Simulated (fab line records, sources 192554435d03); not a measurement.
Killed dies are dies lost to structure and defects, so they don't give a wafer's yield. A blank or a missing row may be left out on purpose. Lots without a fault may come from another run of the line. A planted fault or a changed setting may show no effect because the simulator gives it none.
fab line records | flow n5_finfet
record lots=24 wafers=72 last_day=18
route steps=1938 shown BEOL_M10@1488 BEOL_M12@1654
lots that met no fault: from a run of the same line without faults
start_h: hours from the record's first day to the start of the lot's first wafer shown | wait_h: hours since the lot's step before | " the same as in the row above | L1.1+2: a row that stands for several wafers | - no value, or no start given | * or withheld: withheld | < > ~ a bound
route shown NAME@n: a module of which the file shows steps, and the number in the route of the first | usual: mean/standard deviation of fault-free wafers | same: alike in all rows | chamber/n: place in a boat | sites: the reading at each site | _std_site: their standard deviation | _edge_site: outer sites' mean less inner sites' | radius_mm: how far each site lies from the wafer's centre | mask NAME#n: copy n | behind: the tool/chamber that last shaped the wafer | hold: why the lot was held/for how many hours/how that ended | device: the transistor (n, p or np) that didn't switch | end of line: the same wafers' tests at the end of the route | a step without rows: its recipe alone | killed: dies lost to structure and defects at the first sort, not the wafer's yield | map: a wafer's dies, x killed, . not, _ none there
set.NAME: the setting as run; set.NAME@STEP: as run at that earlier step | model.NAME: the simulator's own value behind a step, which no gauge read
steps of the route over a sample of lots; a table a step, a row a wafer
services: from which hour (start_h, from the record's first day; less than 0 if before it) a tool's chamber was out of use, for how many hours, and why
## steps
# step N5_BEOL_M10_ETCH_62
# recipe chemistry=N2/H2 target=SOC target_depth_a=1100 overetch_a=220 mask_material=SiARC temp_c=40 time_s=165 ion_energy_ev=200 pressure_mtorr=30 source_w=840 bias_w=150 n2_flow_sccm=200 h2_flow_sccm=200
# usual drypump_motor_current_A=5.6/0.42 n2_flow_sccm=200.0/0.58 oes_product_au=0.69/0.059 rf_vpp_V=524.1/2.2 showerhead_plenum_p_Torr=2.55/0.074 throttle_valve_pct=17.82/0.18
# columns lot.wafer tool chamber start_h wait_h drypump_motor_current_A n2_flow_sccm oes_product_au rf_hours_counter_h rf_vpp_V showerhead_plenum_p_Torr throttle_valve_pct
L075.2 rie_diel-01 3 236.45 0.0 5.6 199.7 0.57 244 525.0 2.60 18.05
L075.3 " 0 " " 5.4 200.7 0.71 85 525.1 2.55 17.63
L075.5 " 2 " " 4.9 200.0 0.74 - 523.3 2.59 17.63
L074.3 rie_diel-05 3 241.46 0.0 6.3 199.9 0.78 10 526.3 2.62 17.74
L074.4 " 1 " " 5.9 200.2 0.72 57 520.5 2.46 17.86
L074.5 " 2 " " 5.8 199.3 0.72 - 521.1 2.47 17.86
L076.1 rie_diel-01 2 241.60 0.0 4.9 200.7 0.74 50 524.2 2.59 17.65
L076.2 " 3 " " 5.6 200.3 0.57 245 526.1 2.60 18.04
L076.4 " 0 " " 5.4 198.6 0.71 86 524.6 2.55 17.62
L077.4 rie_diel-01 0 245.69 0.0 5.4 200.6 0.70 88 523.9 2.55 17.62
L077.5 " 3 " " 5.6 200.8 0.57 - 526.1 2.60 18.05
L077.6 " 2 " " 4.9 199.4 0.75 - 525.6 2.59 17.64
L079.2 rie_diel-01 2 258.48 0.0 4.9 200.9 0.73 56 525.3 2.59 17.64
L079.3 " 1 " " 6.1 199.6 0.68 109 525.1 2.54 17.74
L079.4 " 0 " " 5.4 199.4 0.70 92 523.7 2.55 17.63
L078.2 rie_diel-05 3 259.34 0.0 6.3 199.3 0.76 15 525.1 2.62 17.75
L078.3 " 0 " " 5.7 200.0 0.65 124 524.8 2.57 17.65
L078.6 " 1 " " 5.9 200.5 0.72 - 520.4 2.46 17.86
L082.1 rie_diel-05 1 263.34 0.0 5.9 200.0 0.73 64 521.9 2.46 17.86
L082.2 " 0 " " 5.8 199.8 0.65 125 523.8 2.57 17.64
L082.6 " 0 " " 5.8 198.5 0.65 - 524.2 2.57 17.65
L080.2 rie_diel-06 1 263.99 0.0 6.1 199.7 0.58 243 520.8 2.39 18.01
L080.4 " 2 " " 5.3 201.4 0.69 83 529.3 2.68 17.70
L080.5 " 0 " " 5.4 199.9 0.61 - 521.4 2.54 18.20
L081.2 rie_diel-06 3 272.76 0.0 5.1 199.8 0.76 22 524.3 2.59 17.62
L081.5 " 1 " " 6.2 200.0 0.58 - 520.9 2.39 18.01
L081.6 " 0 " " 5.3 199.7 0.61 - 523.5 2.54 18.20
L083.4 rie_diel-01 0 285.98 0.1 5.4 199.6 0.69 - 523.3 2.55 17.65
L083.5 " 2 " " 4.9 199.9 0.73 - 525.5 2.58 17.69
L083.6 " 1 " " 6.1 200.4 0.68 - 525.4 2.53 17.78
L086.1 rie_diel-05 0 306.37 0.0 5.7 199.9 0.64 140 524.4 2.57 17.66
L086.4 " 1 " " 5.9 199.6 0.71 80 522.4 2.45 17.90
L086.6 " 1 " " 5.8 200.6 0.70 - 521.7 2.45 17.91
L084.2 rie_diel-01 2 306.54 0.0 4.9 200.2 0.72 76 524.5 2.58 17.69
L084.4 " 0 " " 5.4 200.5 0.69 112 525.1 2.54 17.68
L084.6 " 2 " " 4.9 200.0 0.72 - 524.8 2.58 17.70
L085.1 rie_diel-06 2 306.58 0.0 5.3 201.2 0.68 101 527.2 2.67 17.73
L085.4 " 3 " " 5.1 200.9 0.73 - 523.9 2.58 17.65
L085.5 " 0 " " 5.4 199.5 0.60 - 524.1 2.53 18.21
L088.1 rie_diel-06 1 313.58 0.0 6.1 199.3 0.83 2 528.4 2.71 17.61
L088.3 " 3 " " 5.1 200.1 0.73 39 525.6 2.58 17.64
L088.4 " 2 " " 5.3 200.3 0.68 103 526.8 2.67 17.75
L089.4 rie_diel-01 2 313.76 0.0 4.9 200.4 0.72 78 523.8 2.58 17.68
L089.5 " 2 " " 4.9 200.1 0.71 - 523.8 2.58 17.70
L089.6 " 3 " " 5.6 200.3 0.80 - 526.8 2.60 17.71
L087.1 rie_diel-06 1 315.77 0.0 6.2 199.9 0.82 3 528.8 2.71 17.60
L087.2 " 2 " " 5.2 200.4 0.68 104 527.7 2.67 17.74
L087.3 " 3 " " 5.1 199.6 0.74 40 525.4 2.58 17.65
L091.1 rie_diel-05 1 320.57 0.0 5.9 200.1 0.70 85 519.3 2.45 17.90
L091.3 " 2 " " 5.8 199.8 0.69 96 522.2 2.46 17.90
L091.6 " 2 " " 5.8 198.9 0.69 - 521.8 2.46 17.92
L090.1 rie_diel-01 3 325.81 0.0 5.6 199.5 0.79 14 525.6 2.60 17.70
L090.2 " 2 " " 4.9 200.0 0.71 83 524.9 2.58 17.71
L090.3 " 0 " " 5.4 199.6 0.68 118 524.1 2.54 17.68
L092.1 rie_diel-06 2 328.71 0.0 5.3 200.7 0.67 108 527.5 2.67 17.74
L092.4 " 3 " " 5.2 200.0 0.72 45 525.6 2.58 17.67
L092.5 " 3 " " 5.1 200.7 0.74 - 524.6 2.58 17.66
L093.1 rie_diel-05 3 332.58 0.0 6.3 198.8 0.73 40 524.3 2.61 17.81
L093.4 " 0 " " 5.7 199.8 0.63 149 524.1 2.56 17.69
L093.6 " 0 " " 5.7 199.5 0.63 - 524.7 2.56 17.69
L094.2 rie_diel-06 0 355.76 0.0 5.3 200.5 0.59 221 524.2 2.53 18.24
L094.3 " 2 " " 5.3 200.9 0.67 117 526.9 2.66 17.76
L094.6 " 0 " " 5.3 200.2 0.60 - 522.2 2.53 18.25
L095.2 rie_diel-05 1 363.25 0.0 5.9 200.1 0.69 99 522.6 2.44 17.94
L095.4 " 1 " " 5.9 199.9 0.69 - 520.6 2.44 17.93
L095.5 " 2 " " 5.8 200.0 0.67 - 522.4 2.45 17.93
L097.2 rie_diel-05 2 366.60 0.0 5.8 198.2 0.68 113 521.8 2.45 17.94
L097.3 " 3 " " 6.3 199.9 0.70 54 524.5 2.60 17.82
L097.5 " 3 " " 6.3 200.5 0.71 - 525.8 2.60 17.82
L096.3 rie_diel-05 2 370.97 0.0 5.8 199.8 0.67 116 521.3 2.45 17.94
L096.4 " 1 " " 5.9 199.7 0.68 - 522.0 2.44 17.95
L096.6 " 2 " " 5.8 200.6 0.68 - 521.6 2.45 17.95
# step N5_BEOL_M10_HM_OPEN_17
# recipe chemistry=Cl2/BCl3 target_depth_a=200 overetch_a=60 target=TiN mask_material=SOC ion_energy_ev=150 pressure_mtorr=10 icp_w=1000 bias_w=126 Cl2_flow_sccm=53.25 bcl3_flow_sccm=21.75 Ar_flow_sccm=25
# usual drypump_motor_current_A=5.9/0.65 oes_product_au=0.71/0.057 throttle_valve_pct=22.0/0.33
# columns lot.wafer tool chamber start_h wait_h drypump_motor_current_A oes_product_au rf_hours_counter_h throttle_valve_pct
L075.2 rie_metal-01 1 236.64 0.0 6.3 0.80 3 21.4
L075.3 " 0 " " 4.7 0.75 - 22.2
L075.5 " 1 " " 6.3 0.79 - 21.4
L074.3 rie_metal-03 0 241.68 0.1 6.4 0.75 - 22.1
L074.4 " 1 " " 6.3 0.71 - 22.1
L074.5 " 0 " " 6.4 0.74 - 22.1
L076.1 rie_metal-01 1 241.79 0.0 6.2 0.80 4 21.4
L076.2 " 0 " " 4.7 0.75 14 22.2
L076.4 " 0 " " 4.7 0.75 - 22.2
L077.4 rie_metal-01 0 245.90 0.1 4.7 0.76 - 22.2
L077.5 " 1 " " 6.3 0.81 - 21.4
L077.6 " 0 " " 4.7 0.75 - 22.2
L079.2 rie_metal-01 1 258.67 0.0 6.3 0.79 5 21.4
L079.3 " 0 " " 4.7 0.75 - 22.1
L079.4 " 1 " " 6.3 0.82 - 21.4
L078.2 rie_metal-01 0 259.53 0.0 4.7 0.74 16 22.2
L078.3 " 0 " " 4.7 0.76 - 22.1
L078.6 " 0 " " 4.7 0.76 - 22.1
L082.1 rie_metal-01 0 263.52 0.0 4.7 0.73 16 22.2
L082.2 " 1 " " 6.2 0.78 6 21.4
L082.6 " 1 " " 6.3 0.78 - 21.4
L080.2 rie_metal-01 0 264.19 0.0 4.7 0.74 16 22.2
L080.4 " 1 " " 6.3 0.79 - 21.4
L080.5 " 0 " " 4.7 0.75 - 22.2
L081.2 rie_metal-02 0 272.95 0.0 5.6 0.59 76 22.0
L081.5 " 1 " " 6.1 0.64 - 22.6
L081.6 " 0 " " 5.6 0.59 - 22.0
L083.4 rie_metal-03 0 286.13 0.1 6.3 0.74 - 22.0
L083.5 " 1 " " 6.3 0.69 - 22.1
L083.6 " 0 " " 6.3 0.73 - 22.1
L086.1 rie_metal-01 0 306.56 0.0 4.7 0.73 19 22.1
L086.4 " 0 " " 4.7 0.72 - 22.2
L086.6 " 0 " " 4.7 0.72 - 22.2
L084.2 rie_metal-03 0 306.72 0.0 6.3 0.72 22 22.1
L084.4 " 0 " " 6.4 0.72 - 22.1
L084.6 " 1 " " 6.3 0.68 - 22.1
L085.1 rie_metal-02 0 306.76 0.0 5.6 0.59 79 22.0
L085.4 " 1 " " 6.0 0.65 - 22.6
L085.5 " 1 " " 6.0 0.64 - 22.6
L088.1 rie_metal-03 1 313.76 0.0 6.4 0.69 33 22.1
L088.3 " 1 " " 6.4 0.68 - 22.1
L088.4 " 0 " " 6.3 0.73 - 22.1
L089.4 rie_metal-03 0 313.98 0.1 6.4 0.72 - 22.1
L089.5 " 0 " " 6.3 0.73 - 22.1
L089.6 " 1 " " 6.4 0.68 - 22.1
L087.1 rie_metal-03 1 315.95 0.0 6.4 0.67 33 22.1
L087.2 " 0 " " 6.3 0.71 23 22.1
L087.3 " 0 " " 6.3 0.71 - 22.1
L091.1 rie_metal-02 1 320.76 0.0 6.1 0.65 50 22.5
L091.3 " 0 " " 5.6 0.59 - 22.0
L091.6 " 1 " " 6.0 0.65 - 22.5
L090.1 rie_metal-03 0 326.00 0.0 6.3 0.72 24 22.1
L090.2 " 1 " " 6.4 0.68 34 22.1
L090.3 " 0 " " 6.4 0.72 - 22.1
L092.1 rie_metal-03 0 328.90 0.0 6.3 0.72 24 22.1
L092.4 " 0 " " 6.3 0.72 - 22.1
L092.5 " 0 " " 6.3 0.72 - 22.1
L093.1 rie_metal-01 1 332.77 0.0 6.3 0.77 10 21.4
L093.4 " 1 " " 6.3 0.77 - 21.4
L093.6 " 1 " " 6.3 0.78 - 21.4
L094.2 rie_metal-03 0 355.94 0.0 6.3 0.72 26 22.1
L094.3 " 0 " " 6.3 0.72 - 22.1
L094.6 " 1 " " 6.4 0.69 - 22.1
L095.2 rie_metal-03 0 363.44 0.0 6.3 0.70 27 22.1
L095.4 " 0 " " 6.3 0.70 - 22.1
L095.5 " 0 " " 6.3 0.70 - 22.1
L097.2 rie_metal-02 1 366.78 0.0 6.0 0.64 55 22.6
L097.3 " 1 " " 6.1 0.64 - 22.6
L097.5 " 1 " " 6.0 0.64 - 22.6
L096.3 rie_metal-01 0 371.19 0.1 4.7 0.72 - 22.2
L096.4 " 1 " " 6.3 0.75 - 21.4
L096.6 " 0 " " 4.7 0.72 - 22.2
# step N5_BEOL_M10_CD_MEAS_18
# recipe pitch_nm=140 target_cd_nm=70
# usual cd_nm=70.2/0.7
# columns lot.wafer tool chamber start_h wait_h cd_nm
L075.2 cd_sem-02 - 236.82 0.1 70.4
L075.3 " - " " 70.3
L075.5 " - " " 71.1
L074.3 cd_sem-03 - 241.90 0.1 69.4
L074.4 " - " " 70.0
L074.5 " - " " 70.0
L076.1 cd_sem-02 - 241.97 0.0 69.7
L076.2 " - " " 69.6
L076.4 " - " " 70.1
L077.4 cd_sem-02 - 246.07 0.1 70.0
L077.5 " - " " 70.5
L077.6 " - " " 71.2
L079.2 cd_sem-02 - 258.85 0.1 70.4
L079.3 " - " " 70.5
L079.4 " - " " 69.8
L078.2 cd_sem-02 - 259.71 0.1 69.0
L078.3 " - " " 69.3
L078.6 " - " " 69.2
L082.1 cd_sem-03 - 263.84 0.0 69.9
L082.2 " - " " 70.8
L082.6 " - " " 69.5
L080.2 cd_sem-01 - 264.39 0.1 68.9
L080.4 " - " " 69.6
L080.5 " - " " 69.7
L081.2 cd_sem-02 - 273.25 0.1 70.9
L081.5 " - " " 70.6
L081.6 " - " " 69.8
L083.4 cd_sem-02 - 286.29 0.0 69.2
L083.5 " - " " 70.5
L083.6 " - " " 69.6
L086.1 cd_sem-03 - 306.77 0.0 71.1
L086.4 " - " " 69.9
L086.6 " - " " 70.6
L084.2 cd_sem-02 - 306.91 0.1 69.7
L084.4 " - " " 70.0
L084.6 " - " " 70.1
L085.1 cd_sem-03 - 306.94 0.0 69.5
L085.4 " - " " 70.0
L085.5 " - " " 69.6
L088.1 cd_sem-01 - 313.94 0.0 69.8
L088.3 " - " " 70.0
L088.4 " - " " 69.7
L089.4 cd_sem-01 - 314.14 0.1 71.8
L089.5 " - " " 71.1
L089.6 " - " " 70.6
L087.1 cd_sem-02 - 316.13 0.0 70.2
L087.2 " - " " 70.7
L087.3 " - " " 71.2
L091.1 cd_sem-03 - 320.94 0.0 69.4
L091.3 " - " " 69.9
L091.6 " - " " 70.0
L090.1 cd_sem-02 - 326.28 0.0 69.9
L090.2 " - " " 70.8
L090.3 " - " " 70.5
L092.1 cd_sem-02 - 329.09 0.0 70.6
L092.4 " - " " 71.1
L092.5 " - " " 71.2
L093.1 cd_sem-02 - 332.95 0.0 69.6
L093.4 " - " " 69.1
L093.6 " - " " 70.1
L094.2 cd_sem-02 - 356.13 0.1 71.0
L094.3 " - " " 70.2
L094.6 " - " " 71.6
L095.2 cd_sem-01 - 363.62 0.1 68.8
L095.4 " - " " 69.5
L095.5 " - " " 69.3
L097.2 cd_sem-02 - 366.98 0.1 69.9
L097.3 " - " " 70.1
L097.5 " - " " 70.4
L096.3 cd_sem-01 - 371.34 0.1 71.7
L096.4 " - " " 71.9
L096.6 " - " " 70.5
# step N5_BEOL_M10_ETCH_65
# recipe chemistry=CF4 target=SiARC target_depth_a=390 mask_material=CAR-ArF time_s=65 ion_energy_ev=80 pressure_mtorr=40 source_w=545 bias_w=36 Ar_flow_sccm=100 cf4_flow_sccm=100 ends=cleared
# usual drypump_motor_current_A=5.7/0.42 etch_rf_on_time_s=64.3/0.77 oes_product_au=0.71/0.056 rf_vpp_V=184.3/0.99 showerhead_plenum_p_Torr=2.15/0.057 throttle_valve_pct=15.55/0.18
# columns lot.wafer tool chamber start_h wait_h drypump_motor_current_A etch_rf_on_time_s oes_product_au rf_hours_counter_h rf_vpp_V showerhead_plenum_p_Torr throttle_valve_pct
L075.2 rie_diel-01 1 237.36 0.0 6.1 63.5 0.70 102 184.1 2.16 15.66
L075.3 " 3 " " 5.6 65.2 0.58 244 184.6 2.20 15.92
L075.5 " 1 " " 6.1 63.9 0.70 - 184.4 2.16 15.64
L074.3 rie_diel-01 3 244.16 0.0 5.6 66.0 0.57 247 183.5 2.20 15.93
L074.4 " 2 " " 4.9 63.0 0.77 51 184.4 2.16 15.27
L074.5 " 1 " " 6.1 64.7 0.70 - 183.4 2.16 15.64
L076.1 rie_diel-05 3 244.26 0.0 6.3 63.7 0.79 11 185.5 2.18 15.42
L076.2 " 1 " " 5.8 64.3 0.74 59 182.9 2.07 15.57
L076.4 " 2 " " 5.8 63.3 0.73 70 182.1 2.08 15.70
L077.4 rie_diel-01 2 247.15 0.0 4.9 62.1 0.77 52 185.1 2.16 15.27
L077.5 " 2 " " 4.9 63.1 0.76 - 185.5 2.16 15.28
L077.6 " 1 " " 6.1 63.5 0.70 - 184.9 2.16 15.67
L078.2 rie_diel-05 2 262.55 0.0 5.7 63.0 0.73 75 182.6 2.08 15.71
L078.3 " 3 " " 6.3 63.0 0.78 16 185.9 2.18 15.39
L078.6 " 0 " " 5.7 64.6 0.65 - 183.0 2.15 15.28
L079.2 rie_diel-06 1 262.72 0.0 6.1 65.8 0.58 242 182.0 2.03 15.77
L079.3 " 2 " " 5.2 64.5 0.70 82 185.5 2.24 15.43
L079.4 " 3 " " 5.1 64.2 0.78 18 185.0 2.20 15.49
L080.2 rie_diel-01 1 265.93 0.0 6.1 63.8 0.69 112 184.6 2.16 15.69
L080.4 " 0 " " 5.4 64.1 0.71 - 184.1 2.16 15.49
L080.5 " 2 " " 4.9 63.3 0.76 - 184.4 2.16 15.30
L082.1 rie_diel-05 3 266.10 0.0 6.3 64.3 0.76 18 184.1 2.18 15.41
L082.2 " 2 " " 5.8 64.5 0.72 77 183.9 2.08 15.73
L082.6 " 1 " " 5.9 64.4 0.73 - 184.3 2.07 15.60
L081.2 rie_diel-05 1 273.74 0.0 5.9 64.5 0.73 68 183.7 2.07 15.58
L081.5 " 2 " " 5.8 64.0 0.72 - 183.5 2.08 15.73
L081.6 " 3 " " 6.3 63.5 0.77 - 185.4 2.18 15.43
L083.4 rie_diel-05 2 288.72 0.0 5.8 64.7 0.70 84 184.0 2.08 15.73
L083.5 " 0 " " 5.7 65.7 0.64 - 184.6 2.15 15.32
L083.6 " 1 " " 5.9 65.7 0.71 - 182.6 2.07 15.60
L086.1 rie_diel-05 1 308.67 0.0 5.9 65.0 0.71 81 183.0 2.06 15.61
L086.4 " 0 " " 5.7 65.7 0.64 141 184.9 2.15 15.33
L086.6 " 2 " " 5.8 64.5 0.70 - 182.8 2.07 15.75
L085.1 rie_diel-06 3 308.93 0.0 5.2 63.6 0.75 37 185.3 2.19 15.53
L085.4 " 1 " " 6.1 65.1 0.86 0 187.0 2.28 15.31
L085.5 " 0 " " 5.3 64.1 0.61 - 184.4 2.13 15.90
L084.2 rie_diel-05 1 309.13 0.0 5.9 64.7 0.71 81 183.4 2.06 15.62
L084.4 " 3 " " 6.2 64.7 0.74 31 185.2 2.18 15.43
L084.6 " 1 " " 5.9 64.4 0.72 - 183.2 2.06 15.62
L088.1 rie_diel-06 0 314.45 0.0 5.3 64.0 0.62 208 185.9 2.13 15.88
L088.3 " 1 " " 6.1 64.8 0.84 2 186.7 2.28 15.31
L088.4 " 2 " " 5.3 64.6 0.69 103 183.9 2.23 15.46
L089.4 rie_diel-05 1 314.76 0.0 5.8 64.8 0.71 83 184.9 2.06 15.63
L089.5 " 2 " " 5.8 64.3 0.71 - 183.5 2.07 15.74
L089.6 " 3 " " 6.2 63.6 0.75 - 184.5 2.18 15.45
L087.1 rie_diel-01 3 318.86 0.0 5.6 65.5 0.80 12 184.4 2.19 15.49
L087.2 " 1 " " 6.1 63.0 0.68 133 183.4 2.15 15.71
L087.3 " 0 " " 5.4 64.1 0.69 115 184.8 2.15 15.53
L091.1 rie_diel-06 0 324.45 0.0 5.3 63.9 0.61 211 184.7 2.12 15.90
L091.3 " 1 " " 6.1 65.0 0.83 5 186.6 2.28 15.33
L091.6 " 3 " " 5.1 64.0 0.74 - 183.4 2.19 15.55
L090.1 rie_diel-06 2 326.81 0.0 5.3 64.6 0.68 108 183.7 2.23 15.48
L090.2 " 1 " " 6.2 64.3 0.82 6 186.8 2.28 15.33
L090.3 " 3 " " 5.1 63.6 0.75 44 185.2 2.19 15.53
L092.1 rie_diel-05 1 331.26 0.0 5.9 64.1 0.71 88 183.4 2.06 15.63
L092.4 " 3 " " 6.3 64.5 0.74 39 184.3 2.17 15.46
L092.5 " 3 " " 6.3 64.2 0.74 - 184.7 2.17 15.46
L093.1 rie_diel-06 2 333.88 0.0 5.2 64.8 0.68 110 185.8 2.23 15.48
L093.4 " 3 " " 5.1 63.6 0.74 47 183.6 2.19 15.53
L093.6 " 2 " " 5.3 64.8 0.68 - 184.7 2.23 15.47
L094.2 rie_diel-01 2 356.95 0.0 4.9 64.1 0.71 96 182.9 2.15 15.37
L094.3 " 1 " " 6.1 64.4 0.66 147 183.5 2.15 15.73
L094.6 " 2 " " 4.9 63.9 0.71 - 185.9 2.15 15.37
L095.2 rie_diel-01 3 365.95 0.0 5.6 65.7 0.76 29 186.3 2.19 15.50
L095.4 " 1 " " 6.1 64.0 0.66 151 185.0 2.15 15.74
L095.5 " 0 " " 5.4 64.4 0.67 - 184.0 2.14 15.57
L097.2 rie_diel-01 3 367.71 0.0 5.6 65.8 0.76 30 183.4 2.19 15.52
L097.3 " 1 " " 6.1 63.6 0.65 151 185.0 2.15 15.75
L097.5 " 1 " " 6.1 63.9 0.66 - 183.5 2.15 15.74
L096.3 rie_diel-05 1 373.36 0.0 5.8 65.0 0.70 104 183.1 2.06 15.67
L096.4 " 3 " " 6.2 63.3 0.72 - 185.3 2.17 15.50
L096.6 " 1 " " 5.9 65.2 0.69 - 185.3 2.06 15.67
# step N5_BEOL_M12_THK_MEAS_50
# recipe thk_meas_gauge=xrf reads=Cu_of_BEOL_M12_ECD_47
# usual M12_THK=324/4.2
# columns lot.wafer tool chamber start_h wait_h M12_THK[nm]
L075.2 film_metro-02 - 256.30 - 317
L075.3 " - " " 319
L075.5 " - " " 320
L074.3 film_metro-01 - 265.08 - 319
L074.4 " - " " 328
L074.5 " - " " 322
L076.1 film_metro-01 - 265.26 - 316
L076.2 " - " " 322
L076.4 " - " " 317
L077.4 film_metro-02 - 265.36 - 327
L077.5 " - " " 330
L077.6 " - " " 316
L078.2 film_metro-02 - 281.09 - 324
L078.3 " - " " 323
L078.6 " - " " 323
L079.2 film_metro-02 - 281.55 - 325
L079.3 " - " " 319
L079.4 " - " " 327
L082.1 film_metro-01 - 294.99 - 332
L082.2 " - " " 324
L082.6 " - " " 325
L080.2 film_metro-02 - 297.83 - 323
L080.4 " - " " 320
L080.5 " - " " 326
L081.2 film_metro-01 - 299.11 - 318
L081.5 " - " " 319
L081.6 " - " " 320
L083.4 film_metro-02 - 312.94 - 326
L083.5 " - " " 330
L083.6 " - " " 329
L086.1 film_metro-01 - 321.11 - 316
L086.4 " - " " 323
L086.6 " - " " 330
L085.1 film_metro-01 - 326.55 - 326
L085.4 " - " " 327
L085.5 " - " " 326
L084.2 film_metro-01 - 327.56 - 327
L084.4 " - " " 329
L084.6 " - " " 321
L089.4 film_metro-02 - 335.07 - 325
L089.5 " - " " 324
L089.6 " - " " 326
L087.1 film_metro-01 - 336.06 - 324
L087.2 " - " " 317
L087.3 " - " " 324
L088.1 film_metro-01 - 339.37 - 326
L088.3 " - " " 316
L088.4 " - " " 325
L091.1 film_metro-01 - 339.69 - 325
L091.3 " - " " 326
L091.6 " - " " 327
L090.1 film_metro-02 - 341.90 - 322
L090.2 " - " " 321
L090.3 " - " " 321
L092.1 film_metro-02 - 346.38 - 323
L092.4 " - " " 323
L092.5 " - " " 325
L093.1 film_metro-02 - 348.16 - 328
L093.4 " - " " 321
L093.6 " - " " 325
L094.2 film_metro-02 - 374.08 - 327
L094.3 " - " " 328
L094.6 " - " " 317
L095.2 film_metro-01 - 380.63 - 328
L095.4 " - " " 324
L095.5 " - " " 323
L097.2 film_metro-02 - 385.01 - 325
L097.3 " - " " 328
L097.5 " - " " 324
L096.3 film_metro-02 - 391.01 - 322
L096.4 " - " " 319
L096.6 " - " " 326
# step N5_BEOL_M12_RS_MEAS_54
# recipe thk_meas_gauge=four-point-probe reads=Cu_of_BEOL_M12_ECD_47+Ta_of_BEOL_M12_SPUTTER_44+TaN_of_BEOL_M12_SPUTTER_43
# usual M12_RS=0.0599/0.00082
# columns lot.wafer tool chamber start_h wait_h M12_RS[ohm/sq]
L075.2 film_metro-01 - 256.43 0.0 0.0615
L075.3 " - " " 0.0608
L075.5 " - " " 0.0607
L074.3 film_metro-02 - 265.21 0.0 0.0611
L074.4 " - " " 0.0595
L074.5 " - " " 0.0607
L076.1 film_metro-02 - 265.39 0.0 0.0617
L076.2 " - " " 0.0605
L076.4 " - " " 0.0614
L077.4 film_metro-01 - 265.49 0.0 0.0585
L077.5 " - " " 0.0582
L077.6 " - " " 0.0607
L078.2 film_metro-02 - 281.21 0.0 0.0598
L078.3 " - " " 0.0603
L078.6 " - " " 0.0605
L079.2 film_metro-02 - 281.87 0.2 0.0596
L079.3 " - " " 0.0602
L079.4 " - " " 0.0590
L082.1 film_metro-01 - 295.12 0.0 0.0579
L082.2 " - " " 0.0594
L082.6 " - " " 0.0590
L080.2 film_metro-02 - 297.95 0.0 0.0600
L080.4 " - " " 0.0609
L080.5 " - " " 0.0600
L081.2 film_metro-02 - 299.23 0.0 0.0606
L081.5 " - " " 0.0602
L081.6 " - " " 0.0598
L083.4 film_metro-01 - 313.07 0.0 0.0592
L083.5 " - " " 0.0586
L083.6 " - " " 0.0586
L086.1 film_metro-02 - 321.23 0.0 0.0617
L086.4 " - " " 0.0603
L086.6 " - " " 0.0591
L085.1 film_metro-01 - 326.84 0.0 0.0598
L085.4 " - " " 0.0597
L085.5 " - " " 0.0597
L084.2 film_metro-02 - 327.68 0.0 0.0596
L084.4 " - " " 0.0592
L084.6 " - " " 0.0606
L089.4 film_metro-02 - 335.19 0.0 0.0599
L089.5 " - " " 0.0597
L089.6 " - " " 0.0598
L087.1 film_metro-02 - 336.19 0.0 0.0602
L087.2 " - " " 0.0614
L087.3 " - " " 0.0602
L088.1 film_metro-01 - 339.49 0.0 0.0593
L088.3 " - " " 0.0610
L088.4 " - " " 0.0594
L091.1 film_metro-01 - 339.81 0.0 0.0599
L091.3 " - " " 0.0599
L091.6 " - " " 0.0597
L090.1 film_metro-02 - 342.03 0.0 0.0599
L090.2 " - " " 0.0599
L090.3 " - " " 0.0600
L092.1 film_metro-02 - 346.50 0.0 0.0601
L092.4 " - " " 0.0601
L092.5 " - " " 0.0600
L093.1 film_metro-01 - 348.29 0.0 0.0587
L093.4 " - " " 0.0597
L093.6 " - " " 0.0592
L094.2 film_metro-01 - 374.21 0.0 0.0594
L094.3 " - " " 0.0591
L094.6 " - " " 0.0618
L095.2 film_metro-02 - 380.76 0.0 0.0593
L095.4 " - " " 0.0601
L095.5 " - " " 0.0599
L097.2 film_metro-01 - 385.14 0.0 0.0596
L097.3 " - " " 0.0588
L097.5 " - " " 0.0597
L096.3 film_metro-02 - 391.16 0.0 0.0607
L096.4 " - " " 0.0610
L096.6 " - " " 0.0600
## services
# columns tool chamber start_h hours kind
rie_diel-06 3 225.92 16.6 repair
rie_diel-01 3 263.49 2.6 repair
rie_diel-01 3 266.36 - clean
rie_diel-01 3 266.36 - consumable_replace:focus_ring
rie_diel-01 3 266.36 24.7 scheduled_down
rie_diel-01 3 266.36 24.7 vent_cycle
rie_metal-02 1 281.50 1.1 repair
rie_diel-06 1 287.58 - clean
rie_diel-06 1 287.58 - consumable_replace:focus_ring
rie_diel-06 1 287.58 - consumable_replace:showerhead
rie_diel-06 1 287.58 19.8 scheduled_down
rie_diel-06 1 287.58 19.8 vent_cycle
rie_diel-05 - 290.15 2.6 repair
rie_diel-06 0 300.58 5.8 repair
rie_metal-03 - 333.44 0.5 repair
rie_diel-06 - 348.84 2.8 pm
rie_diel-05 0 350.53 25.4 repair
## key
fault none
